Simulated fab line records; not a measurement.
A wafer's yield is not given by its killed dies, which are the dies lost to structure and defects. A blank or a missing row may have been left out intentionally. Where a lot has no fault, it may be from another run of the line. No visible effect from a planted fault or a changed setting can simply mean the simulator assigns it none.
Matching of chambers || flow n5-finfet || N5_BEOL_M8_VIA_ETCH_34 on rie-diel-01 has 4 sister chambers
The step etches SiCOH lowk in C4F6/O2, target depth 125.5 nm, time 50.5 s. 8 wafers are shown with their chamber, then 8 later ones without.

WAFERS WITH THEIR CHAMBER
{"wafer": "L077.1", "chamber": 1, "drypump-motor-current-A (A)": 5.2, "showerhead-plenum-p-Torr (Torr)": 2.90}
{"wafer": "L077.5", "chamber": 3, "drypump-motor-current-A (A)": 5.0, "showerhead-plenum-p-Torr (Torr)": 2.89}
{"wafer": "L084.5", "chamber": 0, "drypump-motor-current-A (A)": 5.5, "showerhead-plenum-p-Torr (Torr)": 2.79}
{"wafer": "L084.6", "chamber": 2, "drypump-motor-current-A (A)": 5.9, "showerhead-plenum-p-Torr (Torr)": 3.02}
{"wafer": "L086.1", "chamber": 3, "drypump-motor-current-A (A)": 5.0, "showerhead-plenum-p-Torr (Torr)": 2.87}
{"wafer": "L086.2", "chamber": 0, "drypump-motor-current-A (A)": 5.5, "showerhead-plenum-p-Torr (Torr)": 2.78}
{"wafer": "L086.4", "chamber": 1, "drypump-motor-current-A (A)": 5.2, "showerhead-plenum-p-Torr (Torr)": 2.89}
{"wafer": "L085.1", "chamber": 2, "drypump-motor-current-A (A)": 6.0, "showerhead-plenum-p-Torr (Torr)": 3.02}

WAFERS WHOSE CHAMBER IS MISSING
{"wafer": "L085.4", "drypump-motor-current-A (A)": 5.2, "showerhead-plenum-p-Torr (Torr)": 2.89}
{"wafer": "L085.5", "drypump-motor-current-A (A)": 5.2, "showerhead-plenum-p-Torr (Torr)": 2.89}
{"wafer": "L094.1", "drypump-motor-current-A (A)": 5.0, "showerhead-plenum-p-Torr (Torr)": 2.87}
{"wafer": "L094.2", "drypump-motor-current-A (A)": 5.9, "showerhead-plenum-p-Torr (Torr)": 3.01}
{"wafer": "L094.3", "drypump-motor-current-A (A)": 5.5, "showerhead-plenum-p-Torr (Torr)": 2.78}
{"wafer": "L096.1", "drypump-motor-current-A (A)": 5.2, "showerhead-plenum-p-Torr (Torr)": 2.88}
{"wafer": "L096.5", "drypump-motor-current-A (A)": 5.3, "showerhead-plenum-p-Torr (Torr)": 2.88}
{"wafer": "L096.6", "drypump-motor-current-A (A)": 6.0, "showerhead-plenum-p-Torr (Torr)": 3.01}

WHICH CHAMBER EACH WENT THROUGH
{"wafer": "L085.4", "from the rows above": 1, "in truth": 1}
{"wafer": "L085.5", "from the rows above": 1, "in truth": 1}
{"wafer": "L094.1", "from the rows above": 3, "in truth": 3}
{"wafer": "L094.2", "from the rows above": 2, "in truth": 2}
{"wafer": "L094.3", "from the rows above": 0, "in truth": 0}
{"wafer": "L096.1", "from the rows above": 1, "in truth": 1}
{"wafer": "L096.5", "from the rows above": 1, "in truth": 1}
{"wafer": "L096.6", "from the rows above": 2, "in truth": 2}
Correct placement for 8 of the 8. Not placeable from these rows: 0. Wrongly placed: 0.
How it was worked out, from the rows above alone: a wafer's distance from a chamber is the root of the sum, over the readings, of the square of ((its reading less the chamber's mean) divided by the reading's scatter). If the next closest chamber is less than 2 further off than the closest, the wafer can't be placed; otherwise it belongs to the closest. Each chamber's mean is taken over the wafers shown for it. The scatter is the square root of a quotient: the sum, over the shown wafers, of each reading's squared deviation from its chamber's mean, divided by wafers minus chambers.
